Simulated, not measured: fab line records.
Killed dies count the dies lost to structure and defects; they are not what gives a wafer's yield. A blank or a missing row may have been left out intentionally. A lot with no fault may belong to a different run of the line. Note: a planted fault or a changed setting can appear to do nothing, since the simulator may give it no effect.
Chamber matching ; flow nand-harc ; 4 sister chambers for NHARC_P_GATE_STRIP_108 on rie-diel-02
The step strips in O2. 4 wafers are shown with their chamber, then 8 later ones without.

WAFERS WITH THEIR CHAMBER
wafer;chamber;showerhead-plenum-p-Torr (Torr)
L090.1;2;3.41
L092.1;3;3.55
L092.6;0;3.56
L094.2;1;3.66

WAFERS WITHOUT THEIR CHAMBER
wafer;showerhead-plenum-p-Torr (Torr)
L094.4;3.54
L094.5;3.66
L096.1;3.54
L096.2;3.66
L096.6;3.66
L097.3;3.54
L097.4;3.55
L097.6;3.40

THE CHAMBER EACH PASSED THROUGH
wafer;from the rows above;in truth
L094.4;can't be placed: 3 or 0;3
L094.5;1;1
L096.1;can't be placed: 3 or 0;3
L096.2;1;1
L096.6;1;1
L097.3;can't be placed: 3 or 0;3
L097.4;can't be placed: 3 or 0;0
L097.6;2;2
Correctly placed: 4 of 8. From these rows, 4 cannot be placed; in 4 the true chamber is one of the candidates. Placed wrongly: 0.
How it was worked out, from the rows above alone: a wafer's distance from a chamber is the root of the sum, over the readings, of the square of ((its reading less the chamber's mean) divided by the reading's scatter). If the next closest chamber is less than 2 further off than the closest, the wafer can't be placed; otherwise it belongs to the closest. The mean given for a chamber averages the wafers shown for that chamber. The scatter: root of mean squared gap, hidden wafer to nearest shown wafer, with one shown wafer a chamber.
